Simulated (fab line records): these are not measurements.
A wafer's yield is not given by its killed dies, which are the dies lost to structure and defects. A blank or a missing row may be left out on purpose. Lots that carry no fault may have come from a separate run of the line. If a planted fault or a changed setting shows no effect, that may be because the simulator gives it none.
fab line records | flow n5Finfet | part 1 of 2: steps 1 to 26 of 34
[record] lots = 5 wafers = 15 lastDay = 19
route steps=1938 shown BEOL_M3@1005 BEOL_M4@1021
lots that met no fault: from a run of the same line without faults
startH: hours from the record's first day to the start of the lot's first wafer shown | waitH: hours elapsed since this lot's preceding step | " same as the row above | L1.1+2: a single row standing in for several wafers | - no value, or no start was given | * or withheld: withheld | < > ~ a bound
route shown NAME@n: NAME is a module with steps in the file, n the number in the route of the first one | usual: mean/standard deviation of fault-free wafers | same: alike in all rows | chamber/n: place in a boat | sites: readings site by site | _std_site: the standard deviation of these | _edge_site: the outer-site mean with the inner-site mean subtracted | radiusMm: for every site, how far away it sits from the centre of the wafer | mask NAME#n: copy n | behind: the last tool/chamber to shape the wafer | hold: the reason the lot was held/the length of the hold in hours/how it ended | device: whichever transistor did not switch (one of n, p or np) | end of line: at the end of the route, the tests of the same wafers | step lacking rows: just its recipe | killed: count of dies lost to structure and defects at first sort (not the wafer's yield) | map: a wafer's dies, marking killed ones x, the rest . and places with no die _
set.NAME: the setting as run; set.NAME@STEP: as run at that earlier step | model.NAME: the simulator's own value behind a step, which no gauge read
lots at selected steps of the route; one table per step, one row per wafer
services: the hour from which a tool's chamber was out of use, counted from the record's first day as startH (under 0 if before that day), plus the number of hours and why
[[steps]]
[step N5_BEOL_M3_ANNEAL_91]
[recipe] tempC = 400 timeS = 240 ambient = vacuum
[usual] heaterPowerW = 853/98
// columns lot.wafer tool chamber startH waitH heaterPowerW
L076.3 pvdSputter-02 - 172.29 0.0 731
L076.4 " - " " 1044
L076.5 " - " " 1051
L078.2 pvdSputter-01 - 193.51 0.0 908
L078.5 " - " " 948
L078.6 " - " " 789
L086.2 pvdSputter-02 - 267.51 0.0 729
L086.4 " - " " 853
L086.6 " - " " 716
L092.1 pvdSputter-01 - 278.74 0.0 975
L092.4 " - " " 899
L092.5 " - " " 909
L097.2 pvdSputter-02 - 322.07 0.0 1004
L097.4 " - " " 742
L097.5 " - " " 1041
[step N5_BEOL_M3_SPUTTER_92]
[recipe] material = Cu targetThkA = 45 tempC = -20 chamberPressurePa = 0.07 powerW = withheld timeS = 8.29
[usual] throttleValvePct = 30.1/0.96
// columns lot.wafer tool chamber startH waitH throttleValvePct
L076.3 pvdSputter-02 - 172.43 0.1 29.5
L076.4 " - " " 29.6
L076.5 " - " " 29.6
L078.2 pvdSputter-01 - 193.66 0.1 30.1
L078.5 " - " " 29.2
L078.6 " - " " 32.2
L086.2 pvdSputter-02 - 267.65 0.1 31.5
L086.4 " - " " 30.7
L086.6 " - " " 31.4
L092.1 pvdSputter-01 - 278.88 0.1 28.9
L092.4 " - " " 30.2
L092.5 " - " " 30.0
L097.2 pvdSputter-02 - 322.21 0.1 29.9
L097.4 " - " " 31.2
L097.5 " - " " 30.0
[step N5_BEOL_M3_ANNEAL_93]
[recipe] tempC = 400 timeS = 240 ambient = vacuum
[usual] heaterPowerW = 855/98
// columns lot.wafer tool chamber startH waitH heaterPowerW
L076.3 pvdSputter-02 - 172.51 0.0 747
L076.4 " - " " 1033
L076.5 " - " " 1038
L078.2 pvdSputter-01 - 193.75 0.0 898
L078.5 " - " " 924
L078.6 " - " " 780
L086.2 pvdSputter-02 - 267.73 0.0 736
L086.4 " - " " 825
L086.6 " - " " 727
L092.1 pvdSputter-01 - 278.96 0.0 999
L092.4 " - " " 884
L092.5 " - " " 917
L097.2 pvdSputter-02 - 322.29 0.0 1023
L097.4 " - " " 740
L097.5 " - " " 1022
[step N5_BEOL_M3_SPUTTER_94]
[recipe] material = Cu targetThkA = 45 tempC = -20 chamberPressurePa = 0.07 powerW = withheld timeS = 8.29
[usual] throttleValvePct = 30.1/0.96
// columns lot.wafer tool chamber startH waitH throttleValvePct
L076.3 pvdSputter-02 - 172.65 0.1 29.5
L076.4 " - " " 29.6
L076.5 " - " " 29.6
L078.2 pvdSputter-01 - 193.90 0.1 30.1
L078.5 " - " " 29.5
L078.6 " - " " 31.7
L086.2 pvdSputter-02 - 267.87 0.1 31.2
L086.4 " - " " 30.5
L086.6 " - " " 31.0
L092.1 pvdSputter-01 - 279.10 0.1 28.8
L092.4 " - " " 30.2
L092.5 " - " " 29.9
L097.2 pvdSputter-02 - 322.43 0.1 29.5
L097.4 " - " " 31.3
L097.5 " - " " 29.8
[step N5_BEOL_M3_ANNEAL_95]
[recipe] tempC = 400 timeS = 240 ambient = vacuum
[usual] heaterPowerW = 856/99
// columns lot.wafer tool chamber startH waitH heaterPowerW
L076.3 pvdSputter-02 - 172.73 0.0 729
L076.4 " - " " 1047
L076.5 " - " " 1016
L078.2 pvdSputter-01 - 193.99 0.0 931
L078.5 " - " " 934
L078.6 " - " " 797
L086.2 pvdSputter-02 - 267.95 0.0 732
L086.4 " - " " 840
L086.6 " - " " 724
L092.1 pvdSputter-01 - 279.18 0.0 975
L092.4 " - " " 912
L092.5 " - " " 905
L097.2 pvdSputter-02 - 322.51 0.0 1062
L097.4 " - " " 741
L097.5 " - " " 1014
[step N5_BEOL_M3_SPUTTER_96]
[recipe] material = Cu targetThkA = 45 tempC = -20 chamberPressurePa = 0.07 powerW = withheld timeS = 8.29
[usual] throttleValvePct = 30.1/0.97
// columns lot.wafer tool chamber startH waitH throttleValvePct
L076.3 pvdSputter-02 - 172.87 0.1 29.6
L076.4 " - " " 29.6
L076.5 " - " " 29.7
L078.2 pvdSputter-01 - 194.14 0.1 30.0
L078.5 " - " " 29.4
L078.6 " - " " 32.4
L086.2 pvdSputter-02 - 268.09 0.1 31.4
L086.4 " - " " 30.6
L086.6 " - " " 31.3
L092.1 pvdSputter-01 - 279.32 0.1 28.6
L092.4 " - " " 29.9
L092.5 " - " " 30.1
L097.2 pvdSputter-02 - 322.65 0.1 29.5
L097.4 " - " " 31.3
L097.5 " - " " 29.5
[step N5_BEOL_M3_ECD_50]
[recipe] material = Cu targetThkA = 3000
// columns lot.wafer tool chamber startH waitH
L076.3+4+5 ecdCu-02 1,0,1 173.00 0.1
L078.2+5+6 ecdCu-02 1,0,1 194.26 0.1
L086.2+4+6 ecdCu-02 1 268.21 0.1
L092.1+4+5 ecdCu-01 1,0,1 279.44 0.1
L097.2+4+5 ecdCu-01 1,1,0 322.77 0.1
[step N5_BEOL_M3_ANNEAL_51]
[recipe] tempC = 225 timeS = 90 ambient = N2
[usual] annealTempC = 225.02/0.16 wafer_temp_C_max = 226.25/0.3
// columns lot.wafer tool chamber startH waitH annealTempC wafer_temp_C_max
L076.3 rtpAnneal-02 0 173.24 0.2 224.95 226.17
L076.4 " 0 " " 225.03 226.23
L076.5 " 0 " " 224.98 225.91
L078.2 rtpAnneal-01 0 194.38 0.1 225.26 225.91
L078.5 " 0 " " 224.99 225.80
L078.6 " 0 " " 225.07 225.57
L086.2 rtpAnneal-02 0 268.40 0.2 225.17 226.43
L086.4 " 0 " " 225.00 226.27
L086.6 " 0 " " 224.93 226.17
L092.1 rtpAnneal-02 0 279.52 0.1 225.01 226.08
L092.4 " 0 " " 225.01 225.95
L092.5 " 0 " " 224.97 225.95
L097.2 rtpAnneal-02 0 322.89 0.1 225.09 226.07
L097.4 " 0 " " 224.96 226.09
L097.5 " 0 " " 225.34 226.71
[step N5_BEOL_M3_CMP_52]
[recipe] stopOn = SiOC tOverpolishS = 6.8 downForcePsi = 1 platenRpm = 50 clearingPlatenDownForcePsi = 1.5 clearingPlatenRpm = 50 postCmpClean = cuAlkaline targetThkNm = 40 clearingPlatenPadVelocityMS = 0.99484 padVelocityMS = 0.99484
[usual] barrierFieldEndpointS = 24.7/0.56 motorCurrentA = 6.0/0.47 overpolishRunS = 6.801/0.0097 retainingRingPressureFrac = 1.001/0.0051 timeToEndpointS = 61.4/2.5
// columns lot.wafer tool chamber startH waitH barrierFieldEndpointS motorCurrentA overpolishRunS retainingRingPressureFrac timeToEndpointS
L076.4 cmp-02 2 173.70 0.3 25.3 5.9 6.792 0.998 67.0
L076.3 " 3 " " 25.2 6.5 6.803 0.989 60.9
L076.5 " 0 " " 26.1 5.0 6.790 1.002 63.9
L078.2 cmp-03 2 194.64 0.2 24.5 6.3 6.804 1.004 64.5
L078.5 " 2 " " 25.3 6.2 6.788 1.003 64.5
L078.6 " 3 " " 23.8 6.6 6.821 1.000 58.9
L086.4 cmp-04 3 268.65 0.1 24.6 6.5 6.799 0.999 60.7
L086.2 " 2 " " 23.8 6.0 6.809 1.005 57.3
L086.6 " 3 " " 24.3 6.8 6.801 1.007 60.6
L092.1 cmp-02 3 279.81 0.3 24.3 6.3 6.801 1.001 62.2
L092.4 " 2 " " 25.0 6.3 6.812 0.999 63.5
L092.5 " 0 " " 24.7 5.2 6.804 0.991 61.5
L097.4 cmp-04 1 323.14 0.1 23.9 5.8 6.801 1.008 56.8
L097.2 " 0 " " 24.6 6.0 6.798 1.009 61.7
L097.5 " 2 " " 23.8 6.0 6.809 0.998 57.7
[step N5_BEOL_M3_THK_MEAS_53]
[recipe] thkMeasGauge = xrf reads = Cu_of_BEOL_M3_ECD_50
[usual] M3_THK = 39.7/1.3
// columns lot.wafer tool chamber startH waitH M3_THK[nm]
L076.3 filmMetro-01 - 173.92 - 41.3
L076.4 " - " " 42.0
L076.5 " - " " 40.8
L078.2 filmMetro-01 - 194.93 - 37.7
L078.5 " - " " 40.7
L078.6 " - " " 38.4
L086.2 filmMetro-01 - 268.94 - 38.5
L086.4 " - " " 38.8
L086.6 " - " " 40.1
L092.1 filmMetro-02 - 280.11 - 38.6
L092.4 " - " " 39.6
L092.5 " - " " 40.3
L097.2 filmMetro-02 - 323.44 - 40.0
L097.4 " - " " 37.4
L097.5 " - " " 40.4
[step N5_BEOL_M3_PRE_CLEAN_60]
[recipe] gas = NH3/H2 timeS = 15 tempC = * rfPowerW = 300
[usual] heaterPowerW = 92/25 rfFwdPowerW = 297.0/1.2
// columns lot.wafer tool chamber startH waitH heaterPowerW rfFwdPowerW
L076.3 cvdCo-02 2 173.96 0.0 77 296.8
L076.4 " 0 " " 91 298.0
L076.5 " 2 " " 77 295.8
L078.2 cvdCo-02 0 194.97 0.0 95 296.0
L078.5 " 0 " " 92 296.6
L078.6 " 2 " " 77 295.9
L086.2 cvdCo-01 1 268.98 0.0 144 297.0
L086.4 " 1 " " 146 296.2
L086.6 " 0 " " 72 299.1
L092.1 cvdCo-01 1 280.15 0.0 144 296.1
L092.4 " 0 " " 73 296.7
L092.5 " 2 " " 79 297.9
L097.2 cvdCo-02 1 323.48 0.0 84 296.2
L097.4 " 1 " " 83 296.2
L097.5 " 2 " " 77 296.1
[step N5_BEOL_M3_CO_CAP_55]
[recipe] material = Co targetThkA = 20 tempC = 200 precursor = CCTBA/H2 pressureTorr = 30 timeS = 102.1
[usual] heaterPowerW = 244/31
// columns lot.wafer tool chamber startH waitH heaterPowerW
L076.3 cvdCo-02 2 174.00 0.0 223
L076.4 " 0 " " 250
L076.5 " 2 " " 224
L078.2 cvdCo-02 0 195.01 0.0 250
L078.5 " 0 " " 239
L078.6 " 2 " " 231
L086.2 cvdCo-01 1 269.02 0.0 299
L086.4 " 1 " " 313
L086.6 " 0 " " 221
L092.1 cvdCo-01 1 280.19 0.0 313
L092.4 " 0 " " 217
L092.5 " 2 " " 227
L097.2 cvdCo-02 1 323.52 0.0 237
L097.4 " 1 " " 238
L097.5 " 2 " " 223
[step N5_BEOL_M3_PRE_CLEAN_56]
[recipe] gas = NH3 timeS = 15 tempC = withheld rfPowerW = 300
[usual] rfFwdPowerW = 294.9/1.5
// columns lot.wafer tool chamber startH waitH rfFwdPowerW
L076.3 pecvd-04 0 174.11 0.1 295.7
L076.4 " 2 " " 297.0
L076.5 " 0 " " 294.6
L078.2 pecvd-04 0 195.10 0.1 295.6
L078.5 " 1 " " 295.0
L078.6 " 0 " " 294.9
L086.2 pecvd-03 1 269.11 0.1 294.7
L086.4 " 1 " " 293.6
L086.6 " 2 " " 293.8
L092.1 pecvd-03 1 280.29 0.1 294.3
L092.4 " 0 " " 295.1
L092.5 " 2 " " 294.1
L097.2 pecvd-02 0 323.61 0.1 296.5
L097.4 " 0 " " 296.8
L097.5 " 1 " " 294.0
[step N5_BEOL_M3_DEP_57]
[recipe] material = SiCN targetThkA = 80 tempC = withheld precursor = 3MS/NH3 pressureTorr = 3 rfW = 202 timeS = 14
[usual] rfFwdPowerW = 199.5/0.86 showerheadPlenumPTorr = 3.666/0.011 showerheadVppV = 870/37 throttleValvePct = 9.2/0.46
// columns lot.wafer tool chamber startH waitH rfFwdPowerW showerheadPlenumPTorr showerheadVppV throttleValvePct
L076.3 pecvd-04 0 174.13 0.0 200.3 3.673 874 9.9
L076.4 " 2 " " 199.8 3.644 907 8.4
L076.5 " 0 " " 200.0 3.670 870 9.7
L078.2 pecvd-04 0 195.12 0.0 199.7 3.676 884 9.9
L078.5 " 1 " " 199.7 3.686 873 9.5
L078.6 " 0 " " 199.5 3.685 873 9.8
L086.2 pecvd-03 1 269.14 0.0 198.6 3.667 853 9.9
L086.4 " 1 " " 199.3 3.682 874 9.8
L086.6 " 2 " " 197.7 3.660 822 9.1
L092.1 pecvd-03 1 280.32 0.0 198.6 3.662 859 9.9
L092.4 " 0 " " 199.8 3.671 885 9.7
L092.5 " 2 " " 198.2 3.665 829 8.9
L097.2 pecvd-02 0 323.63 0.0 198.8 3.660 803 9.6
L097.4 " 0 " " 199.8 3.661 792 9.6
L097.5 " 1 " " 198.9 3.655 897 8.9
[step N5_BEOL_M3_RS_MEAS_58]
[recipe] thkMeasGauge = four-point-probe reads = Co_of_BEOL_M3_CO_CAP_55+Cu_of_BEOL_M3_ECD_50+Co_of_BEOL_M3_CVD_47+TaN_of_BEOL_M3_ALD_84
[usual] M3_RS = 0.667/0.029
// columns lot.wafer tool chamber startH waitH M3_RS[ohm/sq]
L076.3 filmMetro-02 - 174.20 0.1 0.639
L076.4 " - " " 0.624
L076.5 " - " " 0.649
L078.2 filmMetro-02 - 195.19 0.1 0.716
L078.5 " - " " 0.646
L078.6 " - " " 0.696
L086.2 filmMetro-01 - 269.20 0.1 0.693
L086.4 " - " " 0.680
L086.6 " - " " 0.658
L092.1 filmMetro-02 - 280.38 0.0 0.684
L092.4 " - " " 0.664
L092.5 " - " " 0.651
L097.2 filmMetro-01 - 323.70 0.1 0.659
L097.4 " - " " 0.719
L097.5 " - " " 0.654
[step N5_BEOL_M3_INSPECT_59]
[recipe] inspectInstrument = darkfield mode = postDep
[usual] rawDefectCount = 75/26
// columns lot.wafer tool chamber startH waitH rawDefectCount
L076.3 defectInspect-01 - 174.22 0.0 73
L076.4 " - " " 56
L076.5 " - " " 94
L078.2 defectInspect-02 - 195.22 0.0 73
L078.5 " - " " 74
L078.6 " - " " 92
L086.2 defectInspect-02 - 269.23 0.0 90
L086.4 " - " " 88
L086.6 " - " " 53
L092.1 defectInspect-02 - 280.41 0.0 92
L092.4 " - " " 66
L092.5 " - " " 73
L097.2 defectInspect-01 - 323.73 0.0 66
L097.4 " - " " 99
L097.5 " - " " 78
[step N5_BEOL_M4_ILD_DEP_00]
[recipe] material = SiOC targetThkA = 790 tempC = 350 precursor = DEMS/O2 pressureTorr = 5 rfW = 500 timeS = 15.3
[usual] heaterPowerW = 476/52 rfFwdPowerW = 494.2/2.1 showerheadPlenumPTorr = 5.696/0.015 showerheadVppV = 1385/47 throttleValvePct = 12.4/0.59
// columns lot.wafer tool chamber startH waitH heaterPowerW rfFwdPowerW showerheadPlenumPTorr showerheadVppV throttleValvePct
L076.3 pecvd-03 1 174.26 0.0 515 493.5 5.688 1354 13.1
L076.4 " 0 " " 464 495.3 5.697 1368 12.1
L076.5 " 2 " " 374 491.1 5.694 1330 11.6
L078.2 pecvd-04 0 195.25 0.0 423 493.3 5.714 1383 12.8
L078.5 " 2 " " 482 494.7 5.676 1436 11.2
L078.6 " 1 " " 475 492.7 5.718 1360 12.3
L086.2 pecvd-03 2 269.27 0.0 418 492.0 5.706 1287 11.8
L086.4 " 1 " " 432 493.6 5.693 1351 13.1
L086.6 " 0 " " 492 495.4 5.697 1370 12.1
L092.1 pecvd-03 2 280.45 0.0 396 490.5 5.707 1297 11.7
L092.4 " 2 " " 401 490.0 5.705 1330 11.4
L092.5 " 1 " " 525 491.0 5.696 1352 13.1
L097.2 pecvd-04 2 323.76 0.0 519 495.5 5.689 1448 11.4
L097.4 " 2 " " 513 495.3 5.679 1471 11.5
L097.5 " 2 " " 513 495.5 5.685 1422 11.6
[step N5_BEOL_M4_THK_MEAS_01]
[recipe] reads = SiOC_of_BEOL_M4_ILD_DEP_00
[usual] M4_ILD_THK = 78.8/1.1
// columns lot.wafer tool chamber startH waitH M4_ILD_THK[nm]
L076.3 filmMetro-01 - 174.33 0.1 78.6
L076.4 " - " " 77.4
L076.5 " - " " 79.6
L078.2 filmMetro-01 - 195.32 0.1 78.8
L078.5 " - " " 79.3
L078.6 " - " " 79.5
L086.2 filmMetro-02 - 269.36 0.1 78.1
L086.4 " - " " 79.9
L086.6 " - " " 80.0
L092.1 filmMetro-01 - 280.51 0.1 78.7
L092.4 " - " " 78.7
L092.5 " - " " 80.8
L097.2 filmMetro-01 - 323.85 0.1 77.7
L097.4 " - " " 79.2
L097.5 " - " " 78.9
[step N5_BEOL_M4_PECVD_72]
[recipe] material = SiO2 targetThkA = 160 tempC = 400 precursor = TEOS/O2 pressureTorr = 5.5 rfW = 450 teosFlowSccm = 53.8 gas = O2 flowSccm = 3000 timeS = 18
[usual] heaterPowerW = 693/64 rfFwdPowerW = 444.2/2 showerheadPlenumPTorr = 8.79/0.052 showerheadVppV = 1300/42 throttleValvePct = 23.2/0.99
// columns lot.wafer tool chamber startH waitH heaterPowerW rfFwdPowerW showerheadPlenumPTorr showerheadVppV throttleValvePct
L076.3 pecvd-04 1 174.36 0.0 697 445.3 8.85 1283 22.8
L076.4 " 0 " " 615 444.5 8.86 1316 24.0
L076.5 " 1 " " 674 445.6 8.88 1295 23.1
L078.2 pecvd-03 2 195.36 0.0 593 440.9 8.78 1241 22.1
L078.5 " 0 " " 736 444.1 8.82 1306 22.7
L078.6 " 2 " " 585 441.4 8.82 1217 21.9
L086.2 pecvd-04 2 269.39 0.0 811 448.0 8.68 1338 21.5
L086.4 " 2 " " 808 445.5 8.71 1329 21.4
L086.6 " 0 " " 595 445.9 8.86 1327 24.3
L092.1 pecvd-03 1 280.55 0.0 757 443.1 8.79 1265 24.8
L092.4 " 0 " " 725 444.6 8.77 1305 22.9
L092.5 " 1 " " 736 444.6 8.81 1306 24.4
L097.2 pecvd-01 0 323.88 0.0 641 447.9 8.76 1444 24.0
L097.4 " 0 " " 654 446.5 8.80 1403 24.4
L097.5 " 2 " " 713 444.1 8.68 1292 23.1
[step N5_BEOL_M4_HM_DEP_02]
[recipe] material = TiN targetThkA = 200 tempC = 25 chamberPressurePa = 0.49996
[usual] throttleValvePct = 30.0/0.95
// columns lot.wafer tool chamber startH waitH throttleValvePct
L076.3 pvdSputter-03 - 178.59 4.2 29.6
L076.4 " - " " 30.9
L076.5 " - " " 29.9
L078.2 pvdSputter-01 - 196.96 1.6 32.0
L078.5 " - " " 31.8
L078.6 " - " " 29.4
L086.2 pvdSputter-01 - 270.90 1.5 31.8
L086.4 " - " " 29.6
L086.6 " - " " 29.0
L092.1 pvdSputter-02 - 280.66 0.1 29.6
L092.4 " - " " 30.5
L092.5 " - " " 30.4
L097.2 pvdSputter-01 - 324.78 0.9 29.0
L097.4 " - " " 30.1
L097.5 " - " " 32.0
[step N5_BEOL_M4_COAT_61]
[recipe] resist = SOC tempC = 250 timeS = 60 spinRpm = 1500 resistThkNm = 60
// columns lot.wafer tool chamber startH waitH
L076.3+4+5 lithoTrack-02 0 178.72 0.1
L078.2+5+6 lithoTrack-05 0 197.09 0.1
L086.2+4+6 lithoTrack-05 0 271.03 0.1
L092.1+4+5 lithoTrack-05 0 280.80 0.1
L097.2+4+5 lithoTrack-03 0 324.91 0.1
[step N5_BEOL_M4_COAT_62]
[recipe] resist = SiARC tempC = 220 timeS = 60 spinRpm = 1500 resistThkNm = 12
// columns lot.wafer tool chamber startH waitH
L076.3+4+5 lithoTrack-02 0 - -
L078.2+5+6 lithoTrack-05 0 - -
L086.2+4+6 lithoTrack-05 0 - -
L092.1+4+5 lithoTrack-05 0 - -
L097.2+4+5 lithoTrack-03 0 - -
[step N5_BEOL_M4_COAT_73]
[recipe] resist = underlayer tempC = 205 timeS = 60 spinRpm = 1500 resistThkNm = 5
// columns lot.wafer tool chamber startH waitH
L076.3+4+5 lithoTrack-02 0 - -
L078.2+5+6 lithoTrack-05 0 - -
L086.2+4+6 lithoTrack-05 0 - -
L092.1+4+5 lithoTrack-05 0 - -
L097.2+4+5 lithoTrack-03 0 - -
[step N5_BEOL_M4_COAT_05]
[recipe] resist = CAR-EUV spinRpm = 1500 resistThkNm = 30
// columns lot.wafer tool chamber startH waitH
L076.3+4+5 lithoTrack-02 0 - -
L078.2+5+6 lithoTrack-05 0 - -
L086.2+4+6 lithoTrack-05 0 - -
L092.1+4+5 lithoTrack-05 0 - -
L097.2+4+5 lithoTrack-03 0 - -
[step N5_BEOL_M4_EBR_07]
[recipe] solvent = PGMEA ebrWidthMm = 1.5
// columns lot.wafer tool chamber startH waitH
L076.3+4+5 lithoTrack-02 0 - -
L078.2+5+6 lithoTrack-05 0 - -
L086.2+4+6 lithoTrack-05 0 - -
L092.1+4+5 lithoTrack-05 0 - -
L097.2+4+5 lithoTrack-03 0 - -
[step N5_BEOL_M4_SOFTBAKE_06]
[recipe] tempC = 110 timeS = 60 resist = CAR-EUV
// columns lot.wafer tool chamber startH waitH
L076.3+4+5 lithoTrack-02 0 - -
L078.2+5+6 lithoTrack-05 0 - -
L086.2+4+6 lithoTrack-05 0 - -
L092.1+4+5 lithoTrack-05 0 - -
L097.2+4+5 lithoTrack-03 0 - -
